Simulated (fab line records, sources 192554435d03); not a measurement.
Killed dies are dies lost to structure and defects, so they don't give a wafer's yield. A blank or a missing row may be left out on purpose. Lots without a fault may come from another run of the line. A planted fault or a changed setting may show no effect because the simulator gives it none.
Split-lot experiment | flow n5_finfet | 7 lots, 21 wafers read, on a route of 1938 steps

THE SPLIT
At N5_BEOL_M12_PEB_08 (peb time 90 s), the setting peb_time_s was moved away from the recipe's 90 s on 8 of the 21 wafers read, by -18.1% to -7.7%. The other wafers ran this setting at the recipe's value.

FROM THE SPLIT TO THE READING: what the file shows between them, 5 steps
- N5_BEOL_M12_DEVELOP_09: develop time 45 s
- N5_BEOL_M12_HARDBAKE_14: time 120 s
- N5_BEOL_M12_CD_MEAS_10: target cd 140 nm
- N5_BEOL_M12_STRIP_71: strips in post etch residue remover, time 60 s
- N5_BEOL_M12_SRD_72: time 30 s, dry time 30 s

THE READING
cd_nm, in nm, at N5_BEOL_M12_CD_MEAS_17 (target cd 140 nm). Fault-free wafers of this fab line usually give 140.6 nm, standard deviation 2.1 nm.

wafer  | tool, chamber at the split | peb_time_s as run, s | against the recipe | cd_nm, nm | against lot-mates on the recipe
L075.3 | litho_track-02, 0          | 83.1                 | -7.7%              | 137.3     | no lot-mate on the recipe
L075.4 | litho_track-02, 0          | 83.1                 | -7.7%              | 137.7     | no lot-mate on the recipe
L075.6 | litho_track-02, 0          | 83.1                 | -7.7%              | 137.4     | no lot-mate on the recipe
L078.3 | litho_track-02, 0          | 77.95                | -13.4%             | 136.1     | -5.5
L078.4 | litho_track-02, 0          | 90                   | recipe             | 142.1     | -
L078.6 | litho_track-02, 0          | 90                   | recipe             | 141.1     | -
L079.3 | litho_track-02, 0          | 90                   | recipe             | 138.6     | -
L079.4 | litho_track-02, 0          | 90                   | recipe             | 139.8     | -
L079.6 | litho_track-02, 0          | 90                   | recipe             | 140.1     | -
L080.1 | litho_track-02, 0          | 73.71                | -18.1%             | 133.2     | -5.9
L080.2 | litho_track-02, 0          | 73.71                | -18.1%             | 133.8     | -5.3
L080.4 | litho_track-02, 0          | 90                   | recipe             | 139.1     | -
L086.2 | litho_track-04, 0          | 90                   | recipe             | 140.2     | -
L086.3 | litho_track-04, 0          | 90                   | recipe             | 141.2     | -
L086.5 | litho_track-04, 0          | 90                   | recipe             | 142.6     | -
L090.1 | litho_track-02, 0          | 90                   | recipe             | 141.3     | -
L090.4 | litho_track-02, 0          | 90                   | recipe             | 140.2     | -
L090.6 | litho_track-02, 0          | 90                   | recipe             | 140.2     | -
L093.1 | litho_track-01, 0          | 79.77                | -11.4%             | 141.3     | -3.5
L093.2 | litho_track-01, 0          | 90                   | recipe             | 144.8     | -
L093.6 | litho_track-01, 0          | 79.77                | -11.4%             | 140.7     | -4.1

THE FIT
A straight line over all 21 wafers: cd_nm changes by +0.325 nm for each +1% of peb_time_s; r = +0.75; the points scatter about the line by 1.9 nm.
The same after taking each lot's own level away (the mean of its wafers on the recipe; 18 wafers): +0.33 nm for each +1%; r = +0.96; scatter 0.67 nm.
On that fit, the largest move of peb_time_s shifts the reading by 6 nm.
The lots' own levels span 139.10 to 144.80 nm, that is 2.7 times the standard deviation above.
So the lot-to-lot level blurs the effect unless lot-mates are compared.
Check: with one of the wafers moved furthest among these (-18.1%) left out of the fit, the line predicts -6.05 nm for it against its lot-mates. It came out at -5.9 nm against them.

OTHER SPLITS ON THESE WAFERS
These wafers also went through other splits before the reading. Each is held against what the fit with the lots' levels taken away leaves over:
other split on the same wafers   | wafers away from the commonest value | r with cd_nm (lot level and that fit taken away)
N5_BEOL_M9_EXPOSE_08 dose_mj     | 5                                    | -0.40
N5_BEOL_M9_CMP_52 down_force_psi | 7                                    | -0.12
N5_BEOL_M11_PECVD_70 time_s      | 12                                   | +0.05

THE WHOLE CHAIN: every reading that the file lists as answering this split, in the file's order
step                   | what it does     | reading | change (the file's fit)               | r (the file's)
N5_BEOL_M12_CD_MEAS_10 | target cd 140 nm | cd_nm   | +0.348 nm for each +1% of the setting | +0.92
N5_BEOL_M12_CD_MEAS_17 | target cd 140 nm | cd_nm   | +0.342 nm for each +1% of the setting | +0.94

THE FILE'S OWN FIT
cd_nm changes by +0.342 nm for each +1% of peb_time_s, r = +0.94.
